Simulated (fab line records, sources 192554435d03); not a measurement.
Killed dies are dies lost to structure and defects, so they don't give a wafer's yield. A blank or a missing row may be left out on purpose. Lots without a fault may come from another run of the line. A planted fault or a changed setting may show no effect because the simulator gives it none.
fab line records | flow n5_finfet
record lots=5 wafers=15 last_day=20
route steps=1938 shown TV_LITHO@1884 TV_OPEN@1887 PAD_METAL@1893 PASSIVATION@1897
lots that met no fault: from a run of the same line without faults
start_h: hours from the record's first day to the start of the lot's first wafer shown | wait_h: hours since the lot's step before | " the same as in the row above | L1.1+2: a row that stands for several wafers | - no value, or no start given | * or withheld: withheld | < > ~ a bound
route shown NAME@n: a module of which the file shows steps, and the number in the route of the first | usual: mean/standard deviation of fault-free wafers | same: alike in all rows | chamber/n: place in a boat | sites: the reading at each site | _std_site: their standard deviation | _edge_site: outer sites' mean less inner sites' | radius_mm: how far each site lies from the wafer's centre | mask NAME#n: copy n | behind: the tool/chamber that last shaped the wafer | hold: why the lot was held/for how many hours/how that ended | device: the transistor (n, p or np) that didn't switch | end of line: the same wafers' tests at the end of the route | a step without rows: its recipe alone | killed: dies lost to structure and defects at the first sort, not the wafer's yield | map: a wafer's dies, x killed, . not, _ none there
set.NAME: the setting as run; set.NAME@STEP: as run at that earlier step | model.NAME: the simulator's own value behind a step, which no gauge read
lots at some steps of the route; a table a step, a row a wafer
services: from which hour (start_h, from the record's first day; less than 0 if before it) a tool's chamber was out of use, for how many hours, and why
## steps
# step N5_PASSIVATION_OVL_MEAS_60
# recipe points_per_wafer=44
# usual TV_OVL=-1/5.7
# columns lot.wafer tool chamber start_h wait_h TV_OVL[nm]
L076.3 overlay-01 0 294.80 0.0 8
L076.4 " 0 " " 3
L076.6 " 0 " " 0
L083.2 overlay-02 0 333.79 0.0 0
L083.3 " 0 " " 2
L083.4 " 0 " " -6
L093.2 overlay-02 0 388.79 0.0 -3
L093.3 " 0 " " -10
L093.6 " 0 " " 2
L094.2 overlay-02 0 401.20 0.0 -1
L094.3 " 0 " " -3
L094.4 " 0 " " -6
L097.4 overlay-02 0 463.46 0.0 6
L097.5 " 0 " " -6
L097.6 " 0 " " 2
# step N5_PASSIVATION_INSPECT_61
# recipe mode=adi inspect_instrument=macro
# usual raw_defect_count=1.9/1.4
# columns lot.wafer tool chamber start_h wait_h raw_defect_count
L076.3 defect_inspect-01 - 294.83 0.0 2
L076.4 " - " " 0
L076.6 " - " " 1
L083.2 defect_inspect-02 - 333.81 0.0 2
L083.3 " - " " 2
L083.4 " - " " 5
L093.2 defect_inspect-01 - 388.81 0.0 2
L093.3 " - " " 1
L093.6 " - " " 2
L094.2 defect_inspect-01 - 401.22 0.0 1
L094.3 " - " " 3
L094.4 " - " " 1
L097.4 defect_inspect-02 - 463.49 0.0 2
L097.5 " - " " 4
L097.6 " - " " 4
# step N5_PASSIVATION_DESCUM_12
# recipe chemistry=O2 time_s=7.9 source_power_w=50 bias_power_w=20 pressure_mtorr=20 rf_frequency_hz=2.712e+07 temp_c=40 o2_flow_sccm=225
# usual drypump_motor_current_A=5.7/0.45 oes_product_au=0.75/0.057 rf_vpp_V=242.9/1.5 showerhead_plenum_p_Torr=2.08/0.068 throttle_valve_pct=20.40/0.18
# columns lot.wafer tool chamber start_h wait_h drypump_motor_current_A oes_product_au rf_hours_counter_h rf_vpp_V showerhead_plenum_p_Torr throttle_valve_pct
L076.3 rie_diel-03 3 295.02 0.2 5.1 0.78 125 245.7 2.19 20.41
L076.4 " 1 " " 5.4 0.84 75 242.6 2.02 20.17
L076.6 " 3 " " 5.1 0.79 - 245.1 2.19 20.43
L083.2 rie_diel-06 2 333.97 0.2 6.1 0.74 153 244.5 2.11 20.78
L083.3 " 3 " " 5.7 0.71 196 245.9 2.14 20.35
L083.4 " 2 " " 6.0 0.74 - 243.9 2.11 20.78
L093.2 rie_diel-05 3 389.07 0.3 6.1 0.71 213 245.1 2.09 20.53
L093.3 " 1 " " 6.5 0.83 66 242.5 2.03 20.32
L093.6 " 1 " " 6.5 0.82 - 242.7 2.03 20.32
L094.2 rie_diel-05 3 401.26 0.0 6.1 0.71 216 242.0 2.09 20.52
L094.3 " 0 " " 5.6 0.91 15 243.0 2.06 20.36
L094.4 " 1 " " 6.5 0.82 70 243.2 2.03 20.31
L097.4 rie_diel-05 2 463.66 0.2 4.8 0.77 132 243.8 2.10 20.37
L097.5 " 1 " " 6.5 0.79 - 242.6 2.03 20.35
L097.6 " 2 " " 4.8 0.77 - 244.8 2.10 20.37
# step N5_PASSIVATION_PASS_ETCH_74
# recipe chemistry=CF4/O2 target=SiNx target_depth_a=2200 time_s=110 ion_energy_ev=100 pressure_mtorr=40 source_w=535 bias_w=49 Ar_flow_sccm=100 cf4_flow_sccm=100 O2_flow_sccm=10
# usual drypump_motor_current_A=5.7/0.45 oes_product_au=0.76/0.058 rf_vpp_V=240/5 showerhead_plenum_p_Torr=2.19/0.071 throttle_valve_pct=16.00/0.15
# columns lot.wafer tool chamber start_h wait_h drypump_motor_current_A oes_product_au rf_hours_counter_h rf_vpp_V showerhead_plenum_p_Torr throttle_valve_pct
L076.3 rie_diel-03 3 295.08 0.0 5.1 0.77 125 237 2.31 16.05
L076.4 " 1 " " 5.4 0.83 75 231 2.15 15.79
L076.6 " 3 " " 5.1 0.76 - 235 2.31 16.06
L083.2 rie_diel-06 2 334.04 0.0 6.0 0.74 153 233 2.21 16.23
L083.3 " 3 " " 5.7 0.70 196 246 2.28 16.05
L083.4 " 2 " " 6.0 0.75 - 234 2.21 16.26
L093.2 rie_diel-05 3 389.13 0.0 6.1 0.71 213 244 2.17 16.00
L093.3 " 1 " " 6.5 0.82 66 245 2.14 15.83
L093.6 " 1 " " 6.5 0.82 - 247 2.15 15.84
L094.2 rie_diel-05 3 401.32 0.0 6.1 0.71 216 244 2.17 16.00
L094.3 " 0 " " 5.6 0.92 15 234 2.17 15.80
L094.4 " 1 " " 6.5 0.82 70 246 2.14 15.83
L097.4 rie_diel-05 2 463.73 0.0 4.8 0.78 132 237 2.22 16.01
L097.5 " 1 " " 6.5 0.80 - 245 2.14 15.88
L097.6 " 2 " " 4.8 0.78 - 237 2.22 16.02
# step N5_PASSIVATION_VIA_ETCH_13
# recipe chemistry=CHF3/O2 target=SiO2 target_depth_a=6600 CHF3_flow_sccm=50 O2_flow_sccm=5 Ar_flow_sccm=200 time_s=330 mask_material=PR pressure_mtorr=30 source_w=650 bias_w=170 ion_energy_ev=200 ends=cleared
# usual drypump_motor_current_A=5.7/0.45 etch_rf_on_time_s=237/5.3 oes_product_au=0.68/0.051 rf_vpp_V=523/11 showerhead_plenum_p_Torr=2.40/0.08 throttle_valve_pct=18.87/0.16
# columns lot.wafer tool chamber start_h wait_h drypump_motor_current_A etch_rf_on_time_s oes_product_au rf_hours_counter_h rf_vpp_V showerhead_plenum_p_Torr throttle_valve_pct
L076.3 rie_diel-03 3 295.17 0.0 5.1 238 0.70 125 513 2.52 18.93
L076.4 " 1 " " 5.4 237 0.75 75 502 2.35 18.73
L076.6 " 3 " " 5.1 247 0.70 - 513 2.52 18.91
L083.2 rie_diel-06 2 334.13 0.0 6.1 239 0.67 153 514 2.42 19.20
L083.3 " 3 " " 5.7 245 0.64 197 537 2.50 18.98
L083.4 " 2 " " 6.1 240 0.66 - 513 2.42 19.20
L093.2 rie_diel-05 3 389.22 0.0 6.1 238 0.65 213 531 2.38 18.88
L093.3 " 1 " " 6.5 231 0.74 66 534 2.34 18.74
L093.6 " 1 " " 6.5 236 0.74 - 534 2.34 18.73
L094.2 rie_diel-05 3 401.41 0.0 6.1 235 0.65 216 531 2.38 18.88
L094.3 " 0 " " 5.6 234 0.82 15 511 2.36 18.70
L094.4 " 1 " " 6.5 236 0.75 70 534 2.34 18.73
L097.4 rie_diel-05 2 463.82 0.0 4.8 237 0.70 133 517 2.43 18.93
L097.5 " 1 " " 6.5 236 0.72 - 533 2.34 18.75
L097.6 " 2 " " 4.8 236 0.70 - 516 2.43 18.94
# step N5_PASSIVATION_STRIP_14
# recipe chemistry=O2 power_w=600 temp_c=60 pressure_mtorr=30 rf_frequency_hz=6e+07 bias_power_w=0 overash_fraction=0.5 o2_flow_sccm=225
# usual drypump_motor_current_A=5.7/0.45 oes_product_au=0.75/0.058 rf_vpp_V=3.7/0.93 showerhead_plenum_p_Torr=2.08/0.068 throttle_valve_pct=16.66/0.17
# columns lot.wafer tool chamber start_h wait_h drypump_motor_current_A oes_product_au rf_hours_counter_h rf_vpp_V showerhead_plenum_p_Torr throttle_valve_pct
L076.3 rie_diel-03 3 295.37 0.1 5.1 0.79 125 4.0 2.19 16.67
L076.4 " 1 " " 5.4 0.84 75 3.0 2.03 16.39
L076.6 " 3 " " 5.1 0.77 - 2.7 2.19 16.67
L083.2 rie_diel-06 2 334.32 0.1 6.0 0.73 154 3.7 2.11 17.02
L083.3 " 3 " " 5.7 0.71 197 3.3 2.15 16.62
L083.4 " 2 " " 6.0 0.74 - 2.7 2.11 17.01
L093.2 rie_diel-05 3 389.42 0.1 6.1 0.70 213 3.0 2.09 16.82
L093.3 " 1 " " 6.5 0.81 66 2.5 2.04 16.55
L093.6 " 1 " " 6.5 0.80 - 3.1 2.04 16.54
L094.2 rie_diel-05 3 401.61 0.1 6.1 0.71 216 2.4 2.09 16.82
L094.3 " 0 " " 5.6 0.91 15 4.3 2.06 16.54
L094.4 " 1 " " 6.5 0.83 70 4.9 2.04 16.56
L097.4 rie_diel-05 2 464.02 0.1 4.8 0.77 133 3.3 2.10 16.62
L097.5 " 1 " " 6.5 0.81 - 4.8 2.03 16.55
L097.6 " 2 " " 4.9 0.77 - 4.1 2.10 16.64
# step N5_PASSIVATION_ETCH_15
# recipe chemistry=CF4/N2 target=SiCN target_depth_a=750 taper_deg=2 time_s=81.2 ion_energy_ev=150 mask_material=SiNx pressure_mtorr=40 source_w=430 bias_w=70 Ar_flow_sccm=100 cf4_flow_sccm=60 n2_flow_sccm=60
# usual drypump_motor_current_A=5.7/0.45 oes_product_au=0.76/0.059 rf_vpp_V=382.0/2 showerhead_plenum_p_Torr=2.19/0.072 throttle_valve_pct=15.45/0.15
# columns lot.wafer tool chamber start_h wait_h drypump_motor_current_A oes_product_au rf_hours_counter_h rf_vpp_V showerhead_plenum_p_Torr throttle_valve_pct
L076.3 rie_diel-03 3 - - 5.1 0.77 125 384.9 2.31 15.47
L076.4 " 1 " " 5.4 0.85 75 380.2 2.14 15.22
L076.6 " 3 " " 5.1 0.77 - 385.1 2.31 15.48
L083.2 rie_diel-06 2 - - 6.0 0.74 154 381.4 2.21 15.70
L083.3 " 3 " " 5.7 0.70 197 385.2 2.28 15.53
L083.4 " 2 " " 6.0 0.73 - 381.7 2.21 15.71
L093.2 rie_diel-05 3 - - 6.1 0.72 213 381.9 2.18 15.48
L093.3 " 1 " " 6.5 0.81 66 381.3 2.14 15.29
L093.6 " 1 " " 6.5 0.81 - 379.0 2.14 15.28
L094.2 rie_diel-05 3 - - 6.1 0.71 216 382.9 2.18 15.49
L094.3 " 0 " " 5.6 0.92 15 381.2 2.17 15.24
L094.4 " 1 " " 6.5 0.82 70 381.0 2.14 15.27
L097.4 rie_diel-05 2 - - 4.8 0.78 133 382.2 2.22 15.46
L097.5 " 1 " " 6.5 0.79 - 380.4 2.14 15.32
L097.6 " 2 " " 4.8 0.78 - 380.9 2.22 15.47
# step N5_PASSIVATION_STRIP_73
# recipe chemistry=post_etch_residue_remover time_s=60 temp_c=25 remover_ph=withheld remover_water_wt_pct=withheld remover_fluoride_wt_pct=withheld
# columns lot.wafer tool chamber start_h wait_h
L076.3+4+6 wet_bench-06 1,2,4 295.53 -
L083.2+3+4 wet_bench-06 6,5,1 334.48 -
L093.2+3+6 wet_bench-04 3,6,1 389.58 -
L094.2+3+4 wet_bench-05 2,7,4 401.77 -
L097.4+5+6 wet_bench-05 3,7,4 464.17 -
# step N5_PASSIVATION_SRD_17
# recipe time_s=30 temp_c=23 rinse_liquid=diw dry=n2_spin spin_rpm=1500 dry_time_s=30
# same dry_time_s=30
# columns lot.wafer tool chamber start_h wait_h
L076.3+4+6 wet_bench-06 1,2,4 295.55 0.0
L083.2+3+4 wet_bench-06 6,5,1 334.50 0.0
L093.2+3+6 wet_bench-04 3,6,1 389.60 0.0
L094.2+3+4 wet_bench-05 2,7,4 401.79 0.0
L097.4+5+6 wet_bench-05 3,7,4 464.21 0.0
# step N5_PASSIVATION_DEGAS_18
# recipe ambient=vacuum temp_c=300 time_s=60
# usual heater_power_w=474/49
# columns lot.wafer tool chamber start_h wait_h heater_power_w
L076.3 pvd_sputter-03 - 296.37 0.8 445
L076.4 " - " " 435
L076.6 " - " " 425
L083.2 pvd_sputter-02 - 334.55 0.0 394
L083.3 " - " " 543
L083.4 " - " " 382
L093.2 pvd_sputter-03 - 389.65 0.0 441
L093.3 " - " " 452
L093.6 " - " " 522
L094.2 pvd_sputter-03 - 402.05 0.2 423
L094.3 " - " " 447
L094.4 " - " " 544
L097.4 pvd_sputter-01 - 464.28 0.0 511
L097.5 " - " " 546
L097.6 " - " " 541
# step N5_PASSIVATION_PRE_CLEAN_19
# recipe gas=H2/He time_s=* temp_c=*
# usual heater_power_w=475/50
# columns lot.wafer tool chamber start_h wait_h heater_power_w
L076.3 pvd_sputter-03 - 296.41 0.0 453
L076.4 " - " " 433
L076.6 " - " " 434
L083.2 pvd_sputter-02 - 334.59 0.0 385
L083.3 " - " " 553
L083.4 " - " " 379
L093.2 pvd_sputter-03 - 389.69 0.0 445
L093.3 " - " " 447
L093.6 " - " " 517
L094.2 pvd_sputter-03 - 402.09 0.0 436
L094.3 " - " " 453
L094.4 " - " " 518
L097.4 pvd_sputter-01 - 464.32 0.0 530
L097.5 " - " " 521
L097.6 " - " " 545
# step N5_PASSIVATION_SPUTTER_20
# recipe material=TaN target_thk_a=500 temp_c=25 chamber_pressure_pa=0.4
# usual chamber_pressure_pa=0.3999/0.00082 throttle_valve_pct=30.3/1
# columns lot.wafer tool chamber start_h wait_h chamber_pressure_pa throttle_valve_pct
L076.3 pvd_sputter-03 - 296.45 0.0 0.4000 29.3
L076.4 " - " " 0.4003 31.0
L076.6 " - " " 0.3993 31.5
L083.2 pvd_sputter-02 - 334.63 0.0 0.3985 29.9
L083.3 " - " " 0.4009 28.0
L083.4 " - " " 0.4010 30.0
L093.2 pvd_sputter-03 - 389.73 0.0 0.4003 31.1
L093.3 " - " " 0.3995 29.1
L093.6 " - " " 0.4006 30.4
L094.2 pvd_sputter-03 - 402.13 0.0 0.3983 31.6
L094.3 " - " " 0.4003 29.3
L094.4 " - " " 0.4004 30.3
L097.4 pvd_sputter-01 - 464.36 0.0 0.3993 31.8
L097.5 " - " " 0.4001 29.3
L097.6 " - " " 0.3996 31.3
# step N5_PASSIVATION_AL_DEP_21
# recipe material=Al target_thk_a=28000 temp_c=400 time_s=170 power_w=30000 chamber_pressure_pa=0.4 gas=Ar
# usual chamber_pressure_pa=0.4000/0.00077 throttle_valve_pct=30.3/1
# columns lot.wafer tool chamber start_h wait_h chamber_pressure_pa throttle_valve_pct
L076.3 pvd_sputter-03 - 296.55 0.1 0.3999 29.4
L076.4 " - " " 0.3987 30.7
L076.6 " - " " 0.3992 31.6
L083.2 pvd_sputter-02 - 334.73 0.1 0.4003 30.1
L083.3 " - " " 0.3998 28.0
L083.4 " - " " 0.4000 29.9
L093.2 pvd_sputter-03 - 389.83 0.1 0.3987 30.9
L093.3 " - " " 0.4014 29.4
L093.6 " - " " 0.4002 30.3
L094.2 pvd_sputter-03 - 402.23 0.1 0.4012 31.4
L094.3 " - " " 0.4003 29.6
L094.4 " - " " 0.4001 30.3
L097.4 pvd_sputter-01 - 464.46 0.1 0.3997 31.6
L097.5 " - " " 0.3994 29.4
L097.6 " - " " 0.4003 31.4
# step N5_PASSIVATION_HMDS_23
# recipe time_s=60 temp_c=120
# columns lot.wafer tool chamber start_h wait_h
L076.3+4+6 litho_track-02 0 296.74 0.1
L083.2+3+4 litho_track-02 0 334.91 0.1
L093.2+3+6 litho_track-03 0 390.02 0.1
L094.2+3+4 litho_track-02 0 402.42 0.1
L097.4+5+6 litho_track-02 0 464.64 0.1
# step N5_PASSIVATION_COAT_24
# recipe spin_rpm=3000 resist_thk_nm=withheld
# columns lot.wafer tool chamber start_h wait_h
L076.3+4+6 litho_track-02 0 - -
L083.2+3+4 litho_track-02 0 - -
L093.2+3+6 litho_track-03 0 - -
L094.2+3+4 litho_track-02 0 - -
L097.4+5+6 litho_track-02 0 - -
# step N5_PASSIVATION_EBR_26
# recipe solvent=PGMEA ebr_width_mm=1.5
# columns lot.wafer tool chamber start_h wait_h
L076.3+4+6 litho_track-02 0 - -
L083.2+3+4 litho_track-02 0 - -
L093.2+3+6 litho_track-03 0 - -
L094.2+3+4 litho_track-02 0 - -
L097.4+5+6 litho_track-02 0 - -
# step N5_PASSIVATION_SOFTBAKE_25
# recipe temp_c=100 time_s=90
# columns lot.wafer tool chamber start_h wait_h
L076.3+4+6 litho_track-02 0 - -
L083.2+3+4 litho_track-02 0 - -
L093.2+3+6 litho_track-03 0 - -
L094.2+3+4 litho_track-02 0 - -
L097.4+5+6 litho_track-02 0 - -
# step N5_PASSIVATION_EXPOSE_27
# recipe mask_id=PAD na=0.55 source_shape=conventional sigma_outer=0.8 polarization=unpolarized defocus_nm=0 dose_mj=32.3
# columns lot.wafer tool chamber start_h wait_h mask
L076.3+4+6 krf_scanner-01 0 296.86 - PAD#0
L083.2+3+4 krf_scanner-02 0 335.15 - PAD#0
L093.2+3+6 krf_scanner-01 0 390.13 - PAD#0
L094.2+3+4 krf_scanner-02 0 402.65 - PAD#0
L097.4+5+6 krf_scanner-01 0 464.77 - PAD#0
# step N5_PASSIVATION_PEB_28
# recipe peb_temp_c=withheld peb_time_s=*
# columns lot.wafer tool chamber start_h wait_h
L076.3+4+6 litho_track-02 0 296.90 0.0
L083.2+3+4 litho_track-03 0 335.20 0.0
L093.2+3+6 litho_track-02 0 390.18 0.0
L094.2+3+4 litho_track-03 0 402.71 0.0
L097.4+5+6 litho_track-02 0 464.81 0.0
# step N5_PASSIVATION_DEVELOP_29
# recipe develop_time_s=60 rinse_liquid=diw dry=air_spin dev_temp_c=21
# usual developer_temp_C=21.00/0.094
# columns lot.wafer tool chamber start_h wait_h developer_temp_C
L076.3 litho_track-02 0 - - 21.04
L076.4 " 0 " " 20.88
L076.6 " 0 " " 20.79
L083.2 litho_track-03 0 - - 21.01
L083.3 " 0 " " 21.03
L083.4 " 0 " " 21.02
L093.2 litho_track-02 0 - - 21.08
L093.3 " 0 " " 21.05
L093.6 " 0 " " 20.99
L094.2 litho_track-03 0 - - 21.05
L094.3 " 0 " " 21.03
L094.4 " 0 " " 20.89
L097.4 litho_track-02 0 - - 21.04
L097.5 " 0 " " 21.06
L097.6 " 0 " " 21.04
# step N5_PASSIVATION_HARDBAKE_31
# recipe temp_c=130 time_s=120
# columns lot.wafer tool chamber start_h wait_h
L076.3+4+6 litho_track-02 0 - -
L083.2+3+4 litho_track-03 0 - -
L093.2+3+6 litho_track-02 0 - -
L094.2+3+4 litho_track-03 0 - -
L097.4+5+6 litho_track-02 0 - -
# step N5_PASSIVATION_CD_MEAS_30
# recipe target_cd_nm=4000 landing_energy_ev=500 detector=se_inlens polarity=opening
# usual cd_nm=3999.1/1.7
# columns lot.wafer tool chamber start_h wait_h cd_nm
L076.3 cd_sem-03 0 297.03 - 3998.4
L076.4 " 0 " " 4000.2
L076.6 " 0 " " 3998.7
L083.2 cd_sem-03 0 335.32 - 4002.0
L083.3 " 0 " " 4000.7
L083.4 " 0 " " 4000.6
L093.2 cd_sem-02 0 390.30 - 3998.6
L093.3 " 0 " " 3998.0
L093.6 " 0 " " 3996.0
L094.2 cd_sem-01 0 402.83 - 4001.2
L094.3 " 0 " " 4001.3
L094.4 " 0 " " 4000.5
L097.4 cd_sem-02 0 464.93 - 4000.8
L097.5 " 0 " " 4002.4
L097.6 " 0 " " 3999.6
# step N5_PASSIVATION_OVL_MEAS_63
# recipe points_per_wafer=44
# usual PAD_OVL=1/4.8
# columns lot.wafer tool chamber start_h wait_h PAD_OVL[nm]
L076.3 overlay-02 0 297.05 0.0 3
L076.4 " 0 " " 6
L076.6 " 0 " " 11
L083.2 overlay-01 0 335.35 0.0 9
L083.3 " 0 " " 4
L083.4 " 0 " " 8
L093.2 overlay-02 0 390.33 0.0 -4
L093.3 " 0 " " -8
L093.6 " 0 " " -9
L094.2 overlay-01 0 402.86 0.0 2
L094.3 " 0 " " 6
L094.4 " 0 " " -1
L097.4 overlay-02 0 464.96 0.0 -3
L097.5 " 0 " " 0
L097.6 " 0 " " 1
# step N5_PASSIVATION_INSPECT_64
# recipe mode=adi inspect_instrument=macro
# usual raw_defect_count=2.0/1.4
# columns lot.wafer tool chamber start_h wait_h raw_defect_count
L076.3 defect_inspect-02 - 297.08 0.0 4
L076.4 " - " " 2
L076.6 " - " " 4
L083.2 defect_inspect-02 - 335.38 0.0 1
L083.3 " - " " 0
L083.4 " - " " 0
L093.2 defect_inspect-02 - 390.36 0.0 1
L093.3 " - " " 3
L093.6 " - " " 0
L094.2 defect_inspect-02 - 402.88 0.0 2
L094.3 " - " " 3
L094.4 " - " " 2
L097.4 defect_inspect-02 - 464.98 0.0 0
L097.5 " - " " 1
L097.6 " - " " 2
# step N5_PASSIVATION_DESCUM_32
# recipe chemistry=O2 time_s=7.9 source_power_w=50 bias_power_w=20 pressure_mtorr=20 rf_frequency_hz=2.712e+07 temp_c=40 o2_flow_sccm=225
# usual drypump_motor_current_A=5.6/0.46 oes_product_au=0.81/0.084 rf_vpp_V=243.5/1.6 showerhead_plenum_p_Torr=2.11/0.083 throttle_valve_pct=20.31/0.2
# columns lot.wafer tool chamber start_h wait_h drypump_motor_current_A oes_product_au rf_hours_counter_h rf_vpp_V showerhead_plenum_p_Torr throttle_valve_pct
L076.3 rie_diel-02 3 297.11 0.0 5.6 0.90 23 243.3 2.14 19.92
L076.4 " 0 " " 5.3 0.69 235 244.6 2.06 20.30
L076.6 " 2 " " 5.9 0.96 - 245.3 2.22 20.35
L083.2 rie_diel-02 0 335.41 0.0 5.3 0.68 249 240.4 2.05 20.33
L083.3 " 1 " " 5.7 0.72 193 241.4 1.99 20.36
L083.4 " 2 " " 5.9 0.91 25 245.6 2.22 20.38
L093.2 rie_diel-02 1 390.39 0.0 5.7 0.70 213 241.3 1.98 20.39
L093.3 " 2 " " 5.9 0.89 45 245.5 2.21 20.42
L093.6 " 1 " " 5.7 0.71 - 242.7 1.98 20.37
L094.2 rie_diel-02 0 402.94 0.1 5.3 0.94 13 242.3 2.05 19.92
L094.3 " 3 " " 5.6 0.83 60 243.1 2.13 19.96
L094.4 " 1 " " 5.6 0.71 219 243.8 1.98 20.38
L097.4 rie_diel-04 0 465.01 0.0 5.7 0.77 128 244.6 2.18 20.27
L097.5 " 1 " " 6.4 0.86 - 243.5 2.10 20.20
L097.6 " 0 " " 5.7 0.77 - 245.3 2.18 20.28
# step N5_PASSIVATION_AL_ETCH_33
# recipe chemistry=Cl2/BCl3 target_depth_a=28000 over_etch_frac=0.15 Cl2_flow_sccm=180 bcl3_flow_sccm=60 target=Al stop_on=TaN time_s=466.7 ion_energy_ev=100 pressure_mtorr=10 icp_w=900 bias_w=100
# usual bcl3_flow_sccm=59.98/0.19 drypump_motor_current_A=5.5/0.37 oes_product_au=0.70/0.084 throttle_valve_pct=34.35/0.27
# columns lot.wafer tool chamber start_h wait_h bcl3_flow_sccm drypump_motor_current_A oes_product_au rf_hours_counter_h throttle_valve_pct
L076.3 rie_metal-02 0 297.33 0.2 60.08 5.1 0.74 - 34.01
L076.4 " 1 " " 60.10 5.6 0.61 - 34.08
L076.6 " 0 " " 59.99 5.1 0.74 - 33.98
L083.2 rie_metal-01 0 335.50 0.1 60.25 6.0 0.82 7 34.66
L083.3 " 0 " " 60.02 6.0 0.83 - 34.64
L083.4 " 1 " " 60.36 5.2 0.62 - 34.62
L093.2 rie_metal-02 0 390.61 0.2 59.88 5.1 0.71 - 34.01
L093.3 " 0 " " 60.05 5.2 0.71 - 34.03
L093.6 " 0 " " 60.10 5.2 0.71 - 34.03
L094.2 rie_metal-02 0 403.16 0.2 59.96 5.1 0.70 - 34.05
L094.3 " 0 " " 59.79 5.1 0.70 - 34.02
L094.4 " 0 " " 59.84 5.1 0.70 - 34.07
L097.4 rie_metal-01 0 465.50 0.5 60.22 6.0 0.77 - 34.66
L097.5 " 0 " " 60.00 6.0 0.78 - 34.63
L097.6 " 0 " " 59.95 6.0 0.77 - 34.67
# step N5_PASSIVATION_ETCH_59
# recipe chemistry=Cl2/BCl3 target=TaN target_depth_a=650 time_s=34.9 ion_energy_ev=100 pressure_mtorr=10 icp_w=900 bias_w=100 Cl2_flow_sccm=60 bcl3_flow_sccm=30
# usual bcl3_flow_sccm=29.99/0.084 drypump_motor_current_A=5.5/0.35 oes_product_au=0.78/0.1 throttle_valve_pct=21.18/0.21
# columns lot.wafer tool chamber start_h wait_h bcl3_flow_sccm drypump_motor_current_A oes_product_au rf_hours_counter_h throttle_valve_pct
L076.3 rie_metal-02 0 297.63 0.2 29.99 5.2 0.80 - 20.99
L076.4 " 1 " " 29.99 5.6 0.64 - 21.02
L076.6 " 0 " " 29.94 5.1 0.79 - 21.01
L083.2 rie_metal-01 0 335.91 0.3 29.94 6.0 0.91 7 21.29
L083.3 " 0 " " 29.97 6.0 0.91 - 21.29
L083.4 " 1 " " 30.09 5.2 0.68 - 21.48
L093.2 rie_metal-02 0 391.31 0.6 30.12 5.2 0.77 - 21.00
L093.3 " 0 " " 29.96 5.1 0.77 - 21.02
L093.6 " 0 " " 29.99 5.1 0.77 - 21.02
L094.2 rie_metal-02 1 413.71 10.4 30.04 5.5 1.00 - 20.68
L094.3 " 1 " " 29.93 5.5 0.99 - 20.69
L094.4 " 1 " " 30.10 5.6 1.00 - 20.68
L097.4 rie_metal-01 0 466.00 0.4 29.78 6.0 0.86 - 21.30
L097.5 " 0 " " 30.00 6.0 0.86 - 21.29
L097.6 " 0 " " 29.88 6.0 0.85 - 21.34
## services
# columns tool chamber start_h hours kind
krf_scanner-01 - 290.03 0.8 pm
rie_diel-06 3 291.19 8.3 repair
rie_metal-02 0 294.22 2.1 repair
rie_metal-01 1 296.52 8.2 repair
rie_diel-02 1 300.39 15.4 repair
pvd_sputter-02 - 301.83 7.9 repair
krf_scanner-01 - 302.46 1.0 pm
rie_diel-02 3 305.25 2.1 repair
krf_scanner-01 - 318.54 1.3 pm
rie_diel-05 0 320.99 2.0 repair
rie_diel-06 1 332.37 8.2 repair
rie_diel-03 1 353.01 10.2 repair
rie_diel-03 2 354.84 6.4 repair
rie_diel-02 0 389.92 9.1 repair
rie_metal-01 - 390.51 2.8 pm
pvd_sputter-02 - 394.40 1.9 repair
pvd_sputter-01 - 397.65 1.0 repair
rie_diel-05 3 398.86 1.8 repair
rie_diel-06 3 407.97 4.8 repair
rie_diel-02 1 444.32 12.7 repair
rie_diel-06 3 447.28 4.0 repair
pvd_sputter-02 - 448.95 2.3 repair
rie_diel-06 3 459.50 2.7 repair
rie_diel-06 - 461.68 1.3 repair
## key
fault none
